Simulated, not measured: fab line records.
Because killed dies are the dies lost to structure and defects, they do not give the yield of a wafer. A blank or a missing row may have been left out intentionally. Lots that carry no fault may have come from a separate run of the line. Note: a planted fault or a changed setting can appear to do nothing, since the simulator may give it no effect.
Split-lot trial | flow n5 finfet | 7 lots, 21 wafers read, on a route of 1938 steps

== SPLIT DETAILS ==
At N5_DUMMY_GATE_EXPOSE_12 (exposes mask GATE, target cd 25 nm), the setting dose mj was moved away from the recipe's 34 on 5 of the 21 wafers read, by -4.1% to +6.9%. This setting was run at the recipe's value on the other wafers.

== FROM THE SPLIT TO THE READING: what the file shows between them, 4 steps ==
- N5_DUMMY_GATE_PEB_13: peb time 60 s
- N5_DUMMY_GATE_DEVELOP_14: develop time 30 s
- N5_DUMMY_GATE_TRIM_49: chemistry O2, time 29 s, target cd 14 nm
- N5_DUMMY_GATE_STRIP_40: strips in CF4

== THE READING ==
cd nm at N5_DUMMY_GATE_CD_MEAS_50, given in nm (cd target 14 nm). A value of 13.9 nm with a standard deviation of 0.36 nm is what fault-free wafers of this fab line usually give.

wafer  | tool, chamber at the split | dose mj as run | against the recipe | cd nm, nm | against lot-mates on the recipe
L078.2 | euv scanner-02, 0          | 36.34          | +6.9%              | 12.8      | -1.4
L078.4 | euv scanner-02, 0          | 36.34          | +6.9%              | 12.8      | -1.4
L078.5 | euv scanner-02, 0          | 34             | recipe             | 14.2      | -
L087.2 | euv scanner-01, 0          | 34             | recipe             | 13.9      | -
L087.5 | euv scanner-01, 0          | 36             | +5.9%              | 13.0      | -0.9
L087.6 | euv scanner-01, 0          | 34             | recipe             | 14.0      | -
L088.1 | euv scanner-02, 0          | 34             | recipe             | 14.0      | -
L088.2 | euv scanner-02, 0          | 34             | recipe             | 13.9      | -
L088.6 | euv scanner-02, 0          | 34             | recipe             | 14.4      | -
L090.2 | euv scanner-02, 0          | 34             | recipe             | 13.9      | -
L090.3 | euv scanner-02, 0          | 34             | recipe             | 13.8      | -
L090.5 | euv scanner-02, 0          | 34             | recipe             | 13.7      | -
L095.2 | euv scanner-02, 0          | 34             | recipe             | 13.5      | -
L095.3 | euv scanner-02, 0          | 34             | recipe             | 13.4      | -
L095.5 | euv scanner-02, 0          | 34             | recipe             | 13.6      | -
L096.1 | euv scanner-02, 0          | 34             | recipe             | 14.0      | -
L096.2 | euv scanner-02, 0          | 34             | recipe             | 13.4      | -
L096.6 | euv scanner-02, 0          | 32.6           | -4.1%              | 14.1      | +0.4
L097.3 | euv scanner-01, 0          | 34             | recipe             | 13.8      | -
L097.4 | euv scanner-01, 0          | 34             | recipe             | 14.0      | -
L097.5 | euv scanner-01, 0          | 34.83          | +2.4%              | 13.7      | -0.2

THE FIT
A straight line over all 21 wafers: cd nm changes by -0.134 nm for each +1% of dose mj; r = -0.81; the points scatter about the line by 0.26 nm.
The same after taking each lot's own level away (the mean of its wafers on the recipe; 21 wafers): -0.175 nm for each +1%; r = -0.93; scatter 0.18 nm.
Per that fit: largest dose mj move, reading shift of 1.2 nm.
Measured against the standard deviation above, the lots' own levels, which go from 13.50 to 14.20 nm, span 1.9 times it.
In other words, the slope is changed by the lot-to-lot level; the two fits disagree.
Check: -1.14 nm against its lot-mates is what the line predicts for one of the wafers moved furthest among these (+6.9%) when that wafer is left out of the fit. It came out at -1.4 nm against them.

== OTHER SPLITS APPLIED TO THESE WAFERS ==
Note: prior to the reading, these wafers also went through further splits. Each is held against what the fit with the lots' levels taken away leaves over:
other split on the same wafers        | wafers away from the commonest value | r with cd nm (lot level and that fit taken away)
N5_WELL_APT_COAT_02 spin rpm          | 4                                    | -0.17
N5_FIN_SAQP_HM_DEP_03 time s          | 9                                    | +0.44
N5_FIN_SAQP_EXPOSE_13 dose mj         | 4                                    | +0.25
N5_FIN_SAQP_ETCH_52 source w          | 7                                    | -0.19
N5_FIN_SAQP_SPACER1_ALD_24 ald cycles | 7                                    | -0.03
N5_DUMMY_GATE_COAT_28 spin rpm        | 7                                    | -0.23

== FILE'S OWN FIT ==
cd nm changes by -0.166 nm for each +1% of dose mj, r = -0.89.
